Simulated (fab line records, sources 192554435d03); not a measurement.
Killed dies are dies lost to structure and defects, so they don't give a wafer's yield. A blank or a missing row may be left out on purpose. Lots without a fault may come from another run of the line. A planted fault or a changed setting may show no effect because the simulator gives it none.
fab line records | flow n5_finfet
record lots=23 wafers=69 last_day=20
route steps=1938 shown BEOL_M3@982 BEOL_M4@1038
lots that met no fault: from a run of the same line without faults
start_h: hours from the record's first day to the start of the lot's first wafer shown | wait_h: hours since the lot's step before | " the same as in the row above | L1.1+2: a row that stands for several wafers | - no value, or no start given | * or withheld: withheld | < > ~ a bound
route shown NAME@n: a module of which the file shows steps, and the number in the route of the first | usual: mean/standard deviation of fault-free wafers | same: alike in all rows | chamber/n: place in a boat | sites: the reading at each site | _std_site: their standard deviation | _edge_site: outer sites' mean less inner sites' | radius_mm: how far each site lies from the wafer's centre | mask NAME#n: copy n | behind: the tool/chamber that last shaped the wafer | hold: why the lot was held/for how many hours/how that ended | device: the transistor (n, p or np) that didn't switch | end of line: the same wafers' tests at the end of the route | a step without rows: its recipe alone | killed: dies lost to structure and defects at the first sort, not the wafer's yield | map: a wafer's dies, x killed, . not, _ none there
set.NAME: the setting as run; set.NAME@STEP: as run at that earlier step | model.NAME: the simulator's own value behind a step, which no gauge read
steps of the route over a sample of lots; a table a step, a row a wafer
services: from which hour (start_h, from the record's first day; less than 0 if before it) a tool's chamber was out of use, for how many hours, and why
## steps
# step N5_BEOL_M3_STRIP_97
# recipe chemistry=N2/H2 time_s=10 power_w=450 temp_c=40 pressure_mtorr=20 rf_frequency_hz=6e+07 bias_power_w=7 n2_flow_sccm=200 h2_flow_sccm=200
# usual drypump_motor_current_A=5.6/0.38 oes_product_au=0.77/0.065 rf_vpp_V=59.1/0.91 showerhead_plenum_p_Torr=2.53/0.092 throttle_valve_pct=23.68/0.3
# columns lot.wafer tool chamber start_h wait_h drypump_motor_current_A oes_product_au rf_hours_counter_h rf_vpp_V showerhead_plenum_p_Torr throttle_valve_pct
L074.2 rie_diel-02 1 - - 5.4 0.86 59 59.8 2.68 23.34
L074.3 " 3 " " 5.7 0.73 192 59.1 2.41 23.49
L074.5 " 1 " " 5.4 0.85 - 60.6 2.68 23.35
L075.3 rie_diel-03 3 - - 4.9 0.75 177 59.7 2.64 24.18
L075.5 " 1 " " 6.4 0.77 - 60.0 2.53 23.39
L075.6 " 0 " " 6.0 0.88 - 60.0 2.62 24.14
L077.1 rie_diel-03 0 - - 6.0 0.87 37 59.1 2.62 24.15
L077.4 " 1 " " 6.5 0.77 156 60.2 2.53 23.38
L077.5 " 0 " " 6.0 0.88 - 59.7 2.62 24.14
L078.1 rie_diel-06 0 - - 5.5 0.93 21 58.8 2.49 23.36
L078.3 " 2 " " 5.9 0.80 108 57.0 2.36 23.88
L078.6 " 3 " " 5.8 0.70 - 59.8 2.52 23.56
L079.1 rie_diel-03 3 - - 4.9 0.75 180 58.5 2.63 24.19
L079.4 " 1 " " 6.4 0.77 157 60.7 2.53 23.37
L079.6 " 0 " " 6.0 0.88 - 58.6 2.62 24.15
L082.2 rie_diel-02 2 - - 5.5 0.72 188 59.5 2.50 23.57
L082.4 " 1 " " 5.4 0.85 75 59.4 2.67 23.36
L082.5 " 0 " " 5.5 0.80 - 57.9 2.47 23.72
L083.2 rie_diel-02 0 - - 5.6 0.80 111 59.8 2.47 23.74
L083.5 " 3 " " 5.7 0.73 - 60.6 2.40 23.53
L083.6 " 2 " " 5.6 0.73 - 59.6 2.50 23.56
L081.2 rie_diel-02 3 - - 5.7 0.73 209 59.7 2.40 23.50
L081.3 " 2 " " 5.6 0.73 189 58.5 2.50 23.56
L081.4 " 1 " " 5.4 0.84 76 59.5 2.67 23.36
L080.1 rie_diel-02 0 - - 5.5 0.79 115 58.2 2.47 23.73
L080.3 " 3 " " 5.7 0.73 211 57.5 2.40 23.53
L080.6 " 3 " " 5.6 0.73 - 57.7 2.40 23.53
L084.1 rie_diel-03 1 - - 6.5 0.76 171 56.9 2.52 23.40
L084.4 " 0 " " 6.0 0.85 52 58.7 2.62 24.16
L084.6 " 1 " " 6.5 0.76 - 58.7 2.52 23.39
L085.1 rie_diel-06 0 - - 5.5 0.90 36 59.1 2.48 23.37
L085.2 " 1 " " 5.4 0.83 82 60.1 2.55 23.24
L085.4 " 2 " " 5.9 0.77 122 58.8 2.36 23.84
L088.1 rie_diel-03 2 - - 5.4 0.66 238 59.2 2.60 23.76
L088.2 " 3 " " 4.9 0.74 187 60.3 2.63 24.20
L088.6 " 1 " " 6.5 0.76 - 58.3 2.52 23.38
L087.1 rie_diel-06 0 - - 5.5 0.90 40 58.6 2.48 23.38
L087.2 " 3 " " 5.8 0.68 218 59.3 2.51 23.58
L087.4 " 2 " " 5.8 0.77 127 59.3 2.35 23.89
L086.2 rie_diel-02 2 - - 5.6 0.71 206 58.1 2.50 23.59
L086.4 " 1 " " 5.4 0.82 94 58.8 2.66 23.41
L086.6 " 2 " " 5.6 0.72 - 58.8 2.50 23.60
L089.1 rie_diel-03 2 - - 5.4 0.66 247 59.7 2.59 23.76
L089.2 " 3 " " 4.9 0.74 198 59.5 2.63 24.22
L089.6 " 3 " " 4.9 0.73 - 58.9 2.63 24.20
L091.1 rie_diel-03 1 - - 6.4 0.76 183 58.5 2.52 23.40
L091.4 " 2 " " 5.4 0.65 249 60.0 2.59 23.78
L091.5 " 2 " " 5.4 0.65 - 58.5 2.59 23.76
L090.1 rie_diel-02 2 - - 5.5 0.71 212 59.4 2.49 23.60
L090.3 " 3 " " 5.7 0.72 230 58.2 2.39 23.54
L090.5 " 2 " " 5.5 0.72 - 57.6 2.49 23.58
L093.3 rie_diel-02 1 - - 5.4 0.81 104 60.0 2.66 23.40
L093.4 " 0 " " 5.5 0.77 136 59.0 2.46 23.77
L093.6 " 0 " " 5.6 0.79 - 57.5 2.46 23.78
L092.1 rie_diel-03 3 - - 4.9 0.72 208 60.3 2.62 24.22
L092.3 " 1 " " 6.5 0.74 191 60.4 2.52 23.42
L092.5 " 0 " " 6.0 0.82 - 59.3 2.61 24.21
L094.4 rie_diel-02 3 - - 5.7 0.70 238 58.9 2.39 23.56
L094.5 " 2 " " 5.5 0.70 - 60.0 2.49 23.61
L094.6 " 1 " " 5.4 0.82 - 57.5 2.65 23.41
L096.2 rie_diel-02 3 - - 5.7 0.71 238 59.6 2.39 23.57
L096.3 " 0 " " 5.5 0.77 141 60.7 2.46 23.77
L096.4 " 1 " " 5.5 0.81 109 59.9 2.65 23.40
L095.2 rie_diel-03 3 - - 4.9 0.71 213 58.0 2.62 24.24
L095.4 " 2 " " 5.4 0.93 6 59.3 2.59 23.20
L095.5 " 3 " " 4.9 0.72 - 58.9 2.62 24.24
L097.1 rie_diel-02 2 - - 5.5 0.70 222 59.1 2.49 23.61
L097.4 " 1 " " 5.5 0.82 110 58.5 2.65 23.42
L097.6 " 3 " " 5.7 0.71 - 60.0 2.39 23.57
# step N5_BEOL_M3_ALD_84
# recipe material=TaN target_thk_a=* temp_c=275 ald_precursor_family=PDMAT ald_co_reactant=NH3 pressure_torr=3 carrier_flow_sccm=1500 pulse_time_s=2 purge_time_s=3 co_reactant_purge_time_s=2 co_reactant_pulse_time_s=3 ald_cycles=30 precursor_vessel_temp_c=75 precursor_vessel_pressure_torr=26.25 precursor_vessel_carrier_sccm=1000
# usual heater_power_w=426/33 precursor_vessel_temp_c=75.00/0.11
# same ald_cycles=30 pulse_time_s=2
# columns lot.wafer tool chamber start_h wait_h heater_power_w precursor_vessel_temp_c
L074.2 ald_metal-03 0 163.81 0.0 399 75.15
L074.3 " 3 " " 429 75.05
L074.5 " 2 " " 493 74.95
L075.3 ald_metal-03 0 184.60 0.0 389 74.92
L075.5 " 2 " " 478 75.12
L075.6 " 3 " " 436 75.00
L077.1 ald_metal-02 3 194.99 0.0 414 74.94
L077.4 " 0 " " 435 75.26
L077.5 " 1 " " 435 74.96
L078.1 ald_metal-03 3 195.14 0.0 433 75.06
L078.3 " 1 " " 398 75.16
L078.6 " 0 " " 399 74.95
L079.1 ald_metal-02 0 198.84 0.3 446 74.89
L079.4 " 3 " " 409 75.11
L079.6 " 3 " " 417 74.92
L082.2 ald_metal-02 2 223.80 0.0 461 74.98
L082.4 " 0 " " 428 74.68
L082.5 " 0 " " 440 74.99
L083.2 ald_metal-02 2 224.35 0.2 451 75.07
L083.5 " 3 " " 421 74.93
L083.6 " 2 " " 470 75.25
L081.2 ald_metal-04 2 228.17 0.0 418 75.19
L081.3 " 3 " " 408 75.12
L081.4 " 1 " " 466 74.98
L080.1 ald_metal-02 3 237.81 0.2 419 75.12
L080.3 " 2 " " 463 74.93
L080.6 " 1 " " 438 75.13
L084.1 ald_metal-04 0 246.78 0.0 348 74.97
L084.4 " 1 " " 478 74.98
L084.6 " 3 " " 404 74.96
L085.1 ald_metal-02 2 251.67 0.0 450 75.02
L085.2 " 0 " " 433 74.92
L085.4 " 1 " " 437 74.80
L088.1 ald_metal-03 0 254.69 0.0 404 74.79
L088.2 " 3 " " 431 74.96
L088.6 " 0 " " 390 75.08
L087.1 ald_metal-03 0 262.90 0.0 402 74.94
L087.2 " 2 " " 495 75.02
L087.4 " 1 " " 398 74.87
L086.2 ald_metal-03 2 276.74 0.1 473 74.94
L086.4 " 0 " " 405 75.21
L086.6 " 1 " " 410 74.87
L089.1 ald_metal-02 2 280.64 0.1 454 75.06
L089.2 " 0 " " 436 74.85
L089.6 " 0 " " 437 75.09
L091.1 ald_metal-02 2 284.82 0.2 456 75.13
L091.4 " 3 " " 426 74.80
L091.5 " 1 " " 426 74.98
L090.1 ald_metal-04 0 292.71 0.0 356 75.11
L090.3 " 3 " " 417 74.99
L090.5 " 1 " " 475 74.97
L093.3 ald_metal-02 2 303.27 0.1 461 74.94
L093.4 " 0 " " 428 75.08
L093.6 " 1 " " 432 75.09
L092.1 ald_metal-03 3 303.72 0.1 428 75.23
L092.3 " 1 " " 400 75.03
L092.5 " 0 " " 385 74.96
L094.4 ald_metal-04 2 318.15 0.0 424 74.88
L094.5 " 3 " " 408 75.01
L094.6 " 2 " " 421 74.90
L096.2 ald_metal-02 3 318.44 0.0 426 74.75
L096.3 " 1 " " 432 75.08
L096.4 " 0 " " 442 75.01
L095.2 ald_metal-04 0 322.82 0.0 356 75.05
L095.4 " 2 " " 421 75.15
L095.5 " 0 " " 348 75.01
L097.1 ald_metal-03 3 323.05 0.0 442 75.32
L097.4 " 0 " " 400 75.07
L097.6 " 0 " " 384 74.93
# step N5_BEOL_M3_ANNEAL_80
# recipe temp_c=400 time_s=240 ambient=vacuum
# usual heater_power_w=819/62
# columns lot.wafer tool chamber start_h wait_h heater_power_w
L074.2 pvd_sputter-02 - 164.59 0.0 878
L074.3 " - " " 760
L074.5 " - " " 862
L075.3 pvd_sputter-01 - 185.39 0.0 928
L075.5 " - " " 940
L075.6 " - " " 749
L077.1 pvd_sputter-01 - 195.75 0.0 749
L077.4 " - " " 915
L077.5 " - " " 862
L078.1 pvd_sputter-03 - 196.00 0.0 783
L078.3 " - " " 840
L078.6 " - " " 795
L079.1 pvd_sputter-02 - 199.98 0.0 835
L079.4 " - " " 755
L079.6 " - " " 717
L082.2 pvd_sputter-01 - 224.57 0.0 920
L082.4 " - " " 748
L082.5 " - " " 770
L083.2 pvd_sputter-01 - 226.53 0.0 766
L083.5 " - " " 912
L083.6 " - " " 763
L081.2 pvd_sputter-02 - 229.93 0.0 858
L081.3 " - " " 784
L081.4 " - " " 701
L080.1 pvd_sputter-02 - 238.87 0.0 771
L080.3 " - " " 785
L080.6 " - " " 729
L084.1 pvd_sputter-03 - 247.67 0.0 851
L084.4 " - " " 907
L084.6 " - " " 832
L085.1 pvd_sputter-01 - 252.69 0.0 901
L085.2 " - " " 851
L085.4 " - " " 851
L088.1 pvd_sputter-01 - 255.55 0.0 856
L088.2 " - " " 768
L088.6 " - " " 747
L087.1 pvd_sputter-01 - 265.46 0.0 920
L087.2 " - " " 842
L087.4 " - " " 831
L086.2 pvd_sputter-03 - 277.66 0.0 784
L086.4 " - " " 816
L086.6 " - " " 844
L089.1 pvd_sputter-02 - 282.43 0.0 860
L089.2 " - " " 748
L089.6 " - " " 786
L091.1 pvd_sputter-03 - 289.70 0.0 854
L091.4 " - " " 813
L091.5 " - " " 853
L090.1 pvd_sputter-01 - 293.93 0.0 877
L090.3 " - " " 832
L090.5 " - " " 852
L093.3 pvd_sputter-02 - 304.16 0.0 867
L093.4 " - " " 803
L093.6 " - " " 786
L092.1 pvd_sputter-02 - 306.00 0.0 706
L092.3 " - " " 787
L092.5 " - " " 720
L094.4 pvd_sputter-01 - 319.00 0.0 862
L094.5 " - " " 914
L094.6 " - " " 868
L096.2 pvd_sputter-02 - 319.59 0.0 874
L096.3 " - " " 761
L096.4 " - " " 790
L095.2 pvd_sputter-01 - 323.90 0.0 853
L095.4 " - " " 750
L095.5 " - " " 902
L097.1 pvd_sputter-02 - 324.13 0.0 799
L097.4 " - " " 798
L097.6 " - " " 766
# step N5_BEOL_M4_ETCH_74
# recipe chemistry=N2/H2 target=underlayer target_depth_a=65 mask_material=CAR-EUV time_s=5.2 ion_energy_ev=200 pressure_mtorr=30 source_w=840 bias_w=150 n2_flow_sccm=200 h2_flow_sccm=200 ends=cleared
# usual drypump_motor_current_A=5.6/0.43 etch_rf_on_time_s=5.15/0.16 oes_product_au=0.66/0.072 rf_fwd_power_W=819.7/2.5 rf_vpp_V=523.4/2.8 showerhead_plenum_p_Torr=2.52/0.095 throttle_valve_pct=17.85/0.28
# columns lot.wafer tool chamber start_h wait_h drypump_motor_current_A etch_rf_on_time_s oes_product_au rf_fwd_power_W rf_hours_counter_h rf_vpp_V showerhead_plenum_p_Torr throttle_valve_pct
L074.2 rie_diel-05 1 168.27 0.0 6.1 4.99 0.68 822.2 132 525.9 2.52 18.00
L074.3 " 3 " " 5.5 5.30 0.58 821.1 228 522.0 2.37 17.56
L074.5 " 2 " " 5.3 5.42 0.59 819.5 - 524.8 2.58 17.63
L075.3 rie_diel-01 0 189.39 0.0 6.2 5.03 0.60 821.3 238 524.6 2.59 17.94
L075.5 " 0 " " 6.2 4.98 0.59 820.5 - 524.7 2.59 17.93
L075.6 " 1 " " 5.8 5.38 0.67 817.5 - 525.5 2.69 17.78
L077.1 rie_diel-01 3 199.65 0.0 5.0 5.24 0.65 819.1 142 519.8 2.41 17.77
L077.4 " 1 " " 5.9 5.23 0.68 822.6 116 525.7 2.69 17.78
L077.5 " 2 " " 5.1 5.10 0.61 822.0 - 524.9 2.55 18.35
L078.1 rie_diel-04 1 202.51 0.0 6.1 5.21 0.62 819.9 184 520.4 2.43 18.10
L078.3 " 3 " " 5.5 4.97 0.66 822.9 153 520.7 2.43 17.75
L078.6 " 2 " " 5.6 4.89 0.77 819.6 - 528.5 2.58 17.90
L079.1 rie_diel-01 2 204.13 0.0 5.1 5.11 0.61 818.6 207 523.2 2.55 18.34
L079.4 " 1 " " 5.9 5.26 0.68 816.1 118 525.2 2.69 17.78
L079.6 " 2 " " 5.1 5.10 0.61 821.5 - 522.8 2.55 18.34
L082.2 rie_diel-01 3 228.62 0.0 5.0 5.25 0.65 822.0 153 521.4 2.41 17.79
L082.4 " 3 " " 5.0 5.22 0.65 821.7 - 520.5 2.41 17.77
L082.5 " 2 " " 5.1 5.16 0.60 820.0 - 524.3 2.54 18.35
L083.2 rie_diel-04 0 232.89 0.0 5.8 5.22 0.65 816.6 145 524.2 2.56 17.63
L083.5 " 0 " " 5.8 5.20 0.64 823.2 - 523.5 2.56 17.64
L083.6 " 1 " " 6.1 5.18 0.62 820.4 - 521.5 2.43 18.11
L081.2 rie_diel-04 0 233.77 0.0 5.8 5.26 0.65 818.8 145 523.7 2.56 17.65
L081.3 " 2 " " 5.6 4.93 0.75 817.5 45 524.9 2.58 17.93
L081.4 " 1 " " 6.1 5.23 0.62 822.5 193 521.7 2.43 18.11
L080.1 rie_diel-04 1 250.22 0.0 6.1 5.25 0.61 821.0 199 519.4 2.42 18.14
L080.3 " 2 " " 5.6 4.97 0.75 821.8 51 523.3 2.57 17.94
L080.6 " 0 " " 5.8 5.19 0.65 817.4 - 522.5 2.56 17.65
L084.1 rie_diel-01 3 251.87 0.0 5.1 5.22 0.64 820.2 164 521.0 2.40 17.81
L084.4 " 2 " " 5.2 5.17 0.60 820.9 - 523.4 2.54 18.35
L084.6 " 1 " " 5.8 5.43 0.66 821.2 - 529.0 2.68 17.82
L085.1 rie_diel-04 0 257.65 0.0 5.8 5.23 0.65 821.5 153 522.8 2.55 17.66
L085.2 " 3 " " 5.5 4.89 0.67 822.0 170 520.0 2.42 17.81
L085.4 " 2 " " 5.6 4.94 0.74 818.9 54 527.7 2.57 17.92
L088.1 rie_diel-05 0 261.79 0.0 5.1 5.28 0.61 820.0 214 522.3 2.42 17.87
L088.2 " 1 " " 6.1 5.07 0.65 817.4 162 524.3 2.51 18.05
L088.6 " 1 " " 6.2 5.06 0.65 814.7 - 522.9 2.51 18.08
L087.1 rie_diel-05 3 269.44 0.0 5.5 4.83 0.89 815.3 1 528.1 2.68 17.10
L087.2 " 0 " " 5.1 5.24 0.61 820.9 218 520.0 2.41 17.91
L087.4 " 1 " " 6.2 5.01 0.66 820.5 - 522.5 2.51 18.09
L086.2 rie_diel-01 1 283.37 0.0 5.9 5.25 0.65 824.7 150 526.7 2.68 17.86
L086.4 " 2 " " 5.1 5.11 0.59 821.8 239 524.0 2.53 18.40
L086.6 " 2 " " 5.1 5.13 0.60 821.6 - 522.8 2.53 18.38
L089.1 rie_diel-04 3 288.22 0.0 5.5 4.89 0.66 825.5 182 520.9 2.41 17.83
L089.2 " 2 " " 5.6 5.03 0.71 819.5 68 523.0 2.57 17.96
L089.6 " 1 " " 6.1 5.26 0.60 821.1 - 519.9 2.42 18.15
L091.1 rie_diel-05 2 293.37 0.0 5.3 5.10 0.83 815.4 3 523.1 2.56 17.29
L091.4 " 3 " " 5.5 5.00 0.83 824.5 - 527.1 2.67 17.11
L091.5 " 2 " " 5.2 5.10 0.82 823.8 - 525.1 2.56 17.29
L090.1 rie_diel-01 1 297.57 0.0 5.8 5.36 0.64 823.4 156 526.5 2.67 17.85
L090.3 " 2 " " 5.2 5.15 0.59 814.0 245 523.6 2.53 18.38
L090.5 " 0 " " 6.3 5.04 0.80 821.4 - 524.7 2.58 17.46
L093.3 rie_diel-01 3 308.09 0.0 5.1 5.20 0.63 820.8 185 521.7 2.40 17.83
L093.4 " 2 " " 5.1 5.14 0.59 822.8 248 523.8 2.53 18.36
L093.6 " 0 " " 6.3 4.93 0.79 818.3 - 526.5 2.58 17.52
L092.1 rie_diel-01 0 313.30 0.0 6.3 4.95 0.79 817.7 22 525.7 2.57 17.47
L092.3 " 3 " " 5.1 5.29 0.63 822.9 187 521.0 2.39 17.82
L092.5 " 3 " " 5.0 5.32 0.62 819.4 - 517.2 2.39 17.83
L094.4 rie_diel-05 0 323.19 0.0 5.1 5.26 0.59 822.5 242 517.9 2.41 17.93
L094.5 " 1 " " 6.2 5.07 0.64 822.2 - 527.7 2.50 18.12
L094.6 " 0 " " 5.2 5.30 0.60 820.0 - 518.6 2.40 17.93
L096.2 rie_diel-04 1 323.82 0.0 6.1 5.21 0.59 823.4 227 520.0 2.41 18.18
L096.3 " 3 " " 5.5 4.92 0.64 821.2 194 521.9 2.41 17.81
L096.4 " 2 " " 5.6 4.99 0.72 814.5 81 526.7 2.56 17.96
L095.2 rie_diel-01 1 329.24 0.0 5.8 5.37 0.63 816.6 166 525.9 2.67 17.85
L095.4 " 0 " " 6.3 5.04 0.78 822.7 - 526.2 2.57 17.50
L095.5 " 3 " " 5.1 5.33 0.62 821.1 - 520.1 2.39 17.82
L097.1 rie_diel-01 3 329.48 0.0 5.1 5.35 0.61 821.1 195 522.3 2.39 17.82
L097.4 " 1 " " 5.8 5.39 0.64 818.2 - 528.8 2.67 17.87
L097.6 " 3 " " 5.1 5.32 0.63 821.4 - 520.2 2.39 17.83
# step N5_BEOL_M4_ETCH_70
# recipe chemistry=N2/H2 target=SOC target_depth_a=800 overetch_a=240 mask_material=SiARC temp_c=40 time_s=130 ion_energy_ev=200 pressure_mtorr=30 source_w=840 bias_w=150 n2_flow_sccm=200 h2_flow_sccm=200
# usual drypump_motor_current_A=5.6/0.4 oes_product_au=0.57/0.055 rf_fwd_power_W=835.6/2.7 rf_vpp_V=523.4/2.6 showerhead_plenum_p_Torr=2.52/0.095 throttle_valve_pct=17.81/0.29
# columns lot.wafer tool chamber start_h wait_h drypump_motor_current_A oes_product_au rf_fwd_power_W rf_hours_counter_h rf_vpp_V showerhead_plenum_p_Torr throttle_valve_pct
L074.2 rie_diel-04 2 188.23 0.0 5.6 0.64 834.4 32 523.9 2.58 17.82
L074.3 " 1 " " 6.1 0.54 839.0 178 520.4 2.43 18.05
L074.5 " 1 " " 6.1 0.54 839.0 - 521.7 2.43 18.04
L075.3 rie_diel-04 2 212.87 0.0 5.6 0.64 835.7 38 525.0 2.58 17.85
L075.5 " 0 " " 5.9 0.56 833.1 - 523.9 2.56 17.58
L075.6 " 3 " " 5.5 0.56 836.1 - 519.4 2.42 17.71
L078.1 rie_diel-01 1 217.94 0.0 5.9 0.58 832.5 123 527.4 2.69 17.73
L078.3 " 3 " " 5.0 0.56 836.8 149 520.7 2.41 17.73
L078.6 " 3 " " 5.0 0.56 838.5 - 521.7 2.41 17.73
L077.1 rie_diel-01 3 223.29 0.0 5.1 0.56 837.0 151 520.8 2.41 17.73
L077.4 " 0 " " 6.2 0.50 838.6 250 526.7 2.58 17.90
L077.5 " 0 " " 6.2 0.49 835.8 - 525.6 2.58 17.93
L079.1 rie_diel-01 3 231.92 0.0 5.0 0.57 838.7 155 521.1 2.41 17.73
L079.4 " 1 " " 5.8 0.58 835.9 - 527.1 2.69 17.75
L079.6 " 2 " " 5.1 0.52 837.8 - 523.1 2.54 18.29
L082.2 rie_diel-04 0 245.90 0.0 5.8 0.56 834.2 150 524.0 2.56 17.61
L082.4 " 2 " " 5.6 0.63 830.2 49 524.2 2.57 17.87
L082.5 " 3 " " 5.5 0.55 838.7 - 520.6 2.42 17.75
L083.2 rie_diel-01 3 246.05 0.0 5.0 0.55 833.8 161 521.7 2.41 17.76
L083.5 " 1 " " 5.8 0.58 836.4 - 526.2 2.68 17.78
L083.6 " 2 " " 5.1 0.52 838.6 - 522.5 2.54 18.31
L081.2 rie_diel-04 2 250.74 0.0 5.6 0.62 838.5 52 524.6 2.57 17.88
L081.3 " 3 " " 5.5 0.55 833.7 168 519.8 2.42 17.75
L081.4 " 1 " " 6.1 0.53 838.8 199 519.2 2.42 18.08
L080.1 rie_diel-04 1 256.85 0.0 6.1 0.53 833.5 201 520.3 2.42 18.08
L080.3 " 3 " " 5.5 0.55 835.6 170 520.1 2.42 17.77
L080.6 " 3 " " 5.5 0.55 834.6 - 521.3 2.42 17.75
L084.1 rie_diel-01 1 265.50 0.0 5.8 0.57 836.5 143 527.3 2.68 17.78
L084.4 " 0 " " 6.3 0.71 833.7 5 525.3 2.58 17.43
L084.6 " 1 " " 5.8 0.57 835.4 - 525.3 2.68 17.78
L085.1 rie_diel-01 3 270.89 0.0 5.1 0.56 833.4 172 521.4 2.40 17.75
L085.2 " 1 " " 5.8 0.56 834.8 145 526.4 2.68 17.80
L085.4 " 0 " " 6.3 0.70 832.9 6 525.4 2.58 17.43
L088.1 rie_diel-01 2 271.37 0.0 5.1 0.50 837.5 234 522.9 2.53 18.34
L088.2 " 1 " " 5.8 0.57 834.6 145 527.0 2.68 17.81
L088.6 " 1 " " 5.8 0.56 836.8 - 527.7 2.68 17.79
L087.1 rie_diel-05 3 283.51 0.0 5.5 0.70 840.7 9 527.6 2.67 17.05
L087.2 " 0 " " 5.1 0.52 835.2 226 519.6 2.41 17.86
L087.4 " 3 " " 5.5 0.71 839.5 - 526.9 2.67 17.05
L086.2 rie_diel-05 0 295.41 0.0 5.1 0.53 834.3 230 520.4 2.41 17.86
L086.4 " 2 " " 5.3 0.69 839.0 - 525.5 2.56 17.24
L086.6 " 0 " " 5.1 0.52 834.2 - 518.1 2.41 17.86
L089.1 rie_diel-01 2 295.44 0.0 5.2 0.50 833.4 244 523.8 2.53 18.35
L089.2 " 1 " " 5.8 0.57 834.6 155 528.0 2.67 17.81
L089.6 " 2 " " 5.1 0.51 833.2 - 523.2 2.53 18.35
L091.1 rie_diel-04 1 295.54 0.0 6.2 0.52 836.6 218 520.3 2.42 18.12
L091.4 " 0 " " 5.8 0.55 832.2 163 525.6 2.55 17.61
L091.5 " 2 " " 5.6 0.61 828.5 - 525.6 2.57 17.92
L093.3 rie_diel-04 1 312.73 0.0 6.1 0.52 837.1 224 521.1 2.41 18.13
L093.4 " 3 " " 5.5 0.54 839.8 191 520.2 2.41 17.80
L093.6 " 3 " " 5.5 0.54 836.0 - 521.9 2.41 17.81
L090.1 rie_diel-01 3 313.59 0.0 5.1 0.54 836.1 187 520.1 2.39 17.79
L090.3 " 0 " " 6.3 0.66 833.6 22 525.1 2.57 17.45
L090.5 " 3 " " 5.0 0.55 833.8 - 521.5 2.39 17.80
L092.1 rie_diel-04 2 317.61 0.0 5.6 0.61 833.9 79 524.9 2.56 17.92
L092.3 " 0 " " 5.8 0.55 830.8 170 523.7 2.55 17.64
L092.5 " 3 " " 5.5 0.54 838.6 - 520.1 2.41 17.78
L094.4 rie_diel-01 3 325.14 0.0 5.0 0.54 835.7 - 520.1 2.39 17.80
L094.5 " 1 " " 5.8 0.55 834.7 - 528.6 2.67 17.80
L094.6 " 0 " " 6.2 0.66 832.1 - 524.5 2.57 17.46
L096.2 rie_diel-04 2 334.28 0.0 5.6 0.60 834.9 85 525.0 2.56 17.93
L096.3 " 3 " " 5.5 0.54 838.7 198 520.4 2.41 17.78
L096.4 " 1 " " 6.1 0.51 837.7 231 520.6 2.41 18.15
L095.2 rie_diel-05 1 341.58 0.0 6.2 0.54 832.4 183 523.7 2.50 18.06
L095.4 " 0 " " 5.2 0.51 830.0 247 518.6 2.40 17.90
L095.5 " 2 " " 5.2 0.66 838.2 - 524.9 2.55 17.28
L097.1 rie_diel-04 2 344.57 0.0 5.6 0.59 839.8 90 524.5 2.56 17.95
L097.4 " 2 " " 5.6 0.59 837.7 - 523.5 2.56 17.96
L097.6 " 1 " " 6.2 0.51 837.9 - 521.1 2.41 18.14
# step N5_BEOL_M4_SURFACE_TREAT_85
# recipe gas=Ar time_s=* ion_energy_ev=* ion_current_ma_cm2=0.5 pressure_mtorr=* ar_flow_sccm=30
# usual pressure_mtorr=* throttle_valve_pct=*
# columns lot.wafer tool chamber start_h wait_h pressure_mtorr throttle_valve_pct
L074.2 pvd_sputter-01 - 189.35 0.2 * *
L074.3 " - " " * *
L074.5 " - " " * *
L075.3 pvd_sputter-03 - 214.17 0.2 * *
L075.5 " - " " * *
L075.6 " - " " * *
L078.1 pvd_sputter-01 - 218.96 0.2 * *
L078.3 " - " " * *
L078.6 " - " " * *
L077.1 pvd_sputter-01 - 224.19 0.1 * *
L077.4 " - " " * *
L077.5 " - " " * *
L079.1 pvd_sputter-01 - 233.50 0.2 * *
L079.4 " - " " * *
L079.6 " - " " * *
L082.2 pvd_sputter-02 - 247.16 0.2 * *
L082.4 " - " " * *
L082.5 " - " " * *
L083.2 pvd_sputter-01 - 247.59 0.2 * *
L083.5 " - " " * *
L083.6 " - " " * *
L081.2 pvd_sputter-03 - 252.25 0.4 * *
L081.3 " - " " * *
L081.4 " - " " * *
L080.1 pvd_sputter-01 - 258.07 0.2 * *
L080.3 " - " " * *
L080.6 " - " " * *
L084.1 pvd_sputter-01 - 267.00 0.1 * *
L084.4 " - " " * *
L084.6 " - " " * *
L085.1 pvd_sputter-02 - 272.62 0.3 * *
L085.2 " - " " * *
L085.4 " - " " * *
L088.1 pvd_sputter-03 - 274.12 0.1 * *
L088.2 " - " " * *
L088.6 " - " " * *
L087.1 pvd_sputter-01 - 284.96 0.5 * *
L087.2 " - " " * *
L087.4 " - " " * *
L086.2 pvd_sputter-01 - 296.73 0.2 * *
L086.4 " - " " * *
L086.6 " - " " * *
L089.1 pvd_sputter-02 - 296.76 0.2 * *
L089.2 " - " " * *
L089.6 " - " " * *
L091.1 pvd_sputter-01 - 296.77 0.2 * *
L091.4 " - " " * *
L091.5 " - " " * *
L093.3 pvd_sputter-02 - 314.05 0.2 * *
L093.4 " - " " * *
L093.6 " - " " * *
L090.1 pvd_sputter-03 - 316.57 1.5 * *
L090.3 " - " " * *
L090.5 " - " " * *
L092.1 pvd_sputter-02 - 319.21 0.4 * *
L092.3 " - " " * *
L092.5 " - " " * *
L094.4 pvd_sputter-03 - 326.39 0.2 * *
L094.5 " - " " * *
L094.6 " - " " * *
L096.2 pvd_sputter-02 - 335.78 0.3 * *
L096.3 " - " " * *
L096.4 " - " " * *
L095.2 pvd_sputter-01 - 342.80 0.2 * *
L095.4 " - " " * *
L095.5 " - " " * *
L097.1 pvd_sputter-01 - 345.94 0.2 * *
L097.4 " - " " * *
L097.6 " - " " * *
## services
# columns tool chamber start_h hours kind
rie_diel-03 3 139.89 3.5 repair
ald_metal-02 3 154.09 15.1 repair
pvd_sputter-01 - 155.50 4.5 repair
rie_diel-02 2 162.48 6.6 repair
rie_diel-06 3 163.11 4.1 repair
rie_diel-01 2 171.91 16.9 repair
ald_metal-04 - 187.06 0.8 repair
rie_diel-04 2 196.85 3.7 repair
rie_diel-03 3 200.07 23.7 repair
pvd_sputter-01 - 219.23 4.0 repair
rie_diel-03 2 220.43 3.6 repair
rie_diel-01 0 223.62 - clean
rie_diel-02 3 230.01 2.4 repair
ald_metal-03 - 232.44 2.8 pm
rie_diel-02 0 252.10 6.5 repair
rie_diel-04 0 268.44 10.6 repair
rie_diel-04 3 273.77 2.0 repair
rie_diel-05 1 286.76 30.4 repair
ald_metal-04 - 293.61 8.7 pm
ald_metal-03 3 298.97 3.6 repair
ald_metal-03 - 305.31 1.5 repair
rie_diel-01 1 313.20 6.2 repair
rie_diel-06 2 331.76 38.5 repair
ald_metal-02 - 337.25 14.0 pm
## key
fault none
